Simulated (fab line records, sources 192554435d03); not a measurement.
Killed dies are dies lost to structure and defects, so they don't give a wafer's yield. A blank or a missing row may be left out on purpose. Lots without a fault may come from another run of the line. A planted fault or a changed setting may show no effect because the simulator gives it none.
Which tool did it? | flow n5_finfet | 10 lots, 30 wafers sampled, at 1 step of a route of 1938

WHAT THE GAUGES READ, wafer by wafer
N5_BEOL_M4_RC_MEAS_101.
lot  | measured     | on        | DIBL_N (mV/V)
L881 | day 7 21:28  | prober-02 | 39.4 37.9 40.5
L884 | day 8 10:56  | prober-01 | 36.5 37.6 35.0
L885 | day 8 17:58  | prober-01 | 37.8 38.2 36.8
L886 | day 8 20:34  | prober-01 | 35.7 33.3 34.0
L893 | day 11 09:36 | prober-01 | 37.6 31.5 36.7
L895 | day 11 14:35 | prober-01 | 39.9 36.7 36.6
L896 | day 11 17:31 | prober-01 | 35.7 34.6 36.0
L900 | day 13 04:14 | prober-01 | 34.2 37.1 35.1
L903 | day 13 21:27 | prober-02 | 35.4 33.3 34.5
L904 | day 14 07:34 | prober-01 | 33.8 38.3 32.8

WHICH TOOL RAN EACH LOT (tool, then ch and the chambers of the sampled wafers, then the start)
The record holds no process step before these readings.

THE ANSWER, worked out from the rows above alone
Rule: what is usual is taken from the lots themselves. Put in order of their means at a reading, lots are off if they are a third of the lots or fewer, leave a main group of 4 or more, and stand apart from it by a gap of 3 or more times the standard deviation of the main group's means; of several such gaps the widest counts. A main group whose means are all the same, to the digits that the tables above print for the reading, isn't used. A lot without any number at a reading at which 4 lots or more have one is off too. The other lots that the step has rows for count as sound.
No lot is off at any reading shown: from this, nothing can be told.

WHAT THE SIMULATOR HAD PUT IN
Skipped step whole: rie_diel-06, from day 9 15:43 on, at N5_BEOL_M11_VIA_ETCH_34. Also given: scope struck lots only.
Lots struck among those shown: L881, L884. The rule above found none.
